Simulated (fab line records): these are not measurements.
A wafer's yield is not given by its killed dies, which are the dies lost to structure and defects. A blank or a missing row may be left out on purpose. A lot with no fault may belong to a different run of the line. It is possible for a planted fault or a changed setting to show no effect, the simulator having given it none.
Matching of chambers	flow n5-finfet	N5_BEOL_M13_ETCH_67 on rie-diel-03: 4 sister chambers
The step etches SiARC in CF4, target depth 143 nm, time 238.3 s. 4 wafers are shown with their chamber, then 12 later ones without.

## WAFERS WITH THEIR CHAMBER
wafer	chamber	showerhead-plenum-p-Torr (Torr)
L088.3	3	2.16
L088.4	2	2.13
L092.1	0	2.05
L092.6	1	2.21

## WAFERS WITH NO CHAMBER GIVEN
wafer	showerhead-plenum-p-Torr (Torr)
L094.1	2.13
L094.2	2.21
L094.6	2.13
L097.1	2.13
L097.2	2.15
L097.5	2.13
L093.1	2.15
L093.2	2.05
L093.3	2.21
L093.4	2.13
L093.5	2.15
L093.6	2.21

## THE CHAMBER EACH PASSED THROUGH
wafer	from the rows above	in truth
L094.1	2	2
L094.2	1	1
L094.6	2	2
L097.1	2	2
L097.2	can't be placed: 3 or 2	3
L097.5	2	2
L093.1	can't be placed: 3 or 2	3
L093.2	0	0
L093.3	1	1
L093.4	2	2
L093.5	can't be placed: 3 or 2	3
L093.6	1	1
Correct placement for 9 of the 12. Unplaceable from these rows: 3, with the true chamber sitting among the candidates in 3. Placed wrongly: 0.
How it was worked out, from the rows above alone: a wafer's distance from a chamber is the root of the sum, over the readings, of the square of ((its reading less the chamber's mean) divided by the reading's scatter). If the next closest chamber is less than 2 further off than the closest, the wafer can't be placed; otherwise it belongs to the closest. Each chamber's mean is taken over the wafers shown for it. The scatter (one wafer shown for each chamber): square how far every hidden wafer sits from the nearest shown wafer, average those squares and take the square root.
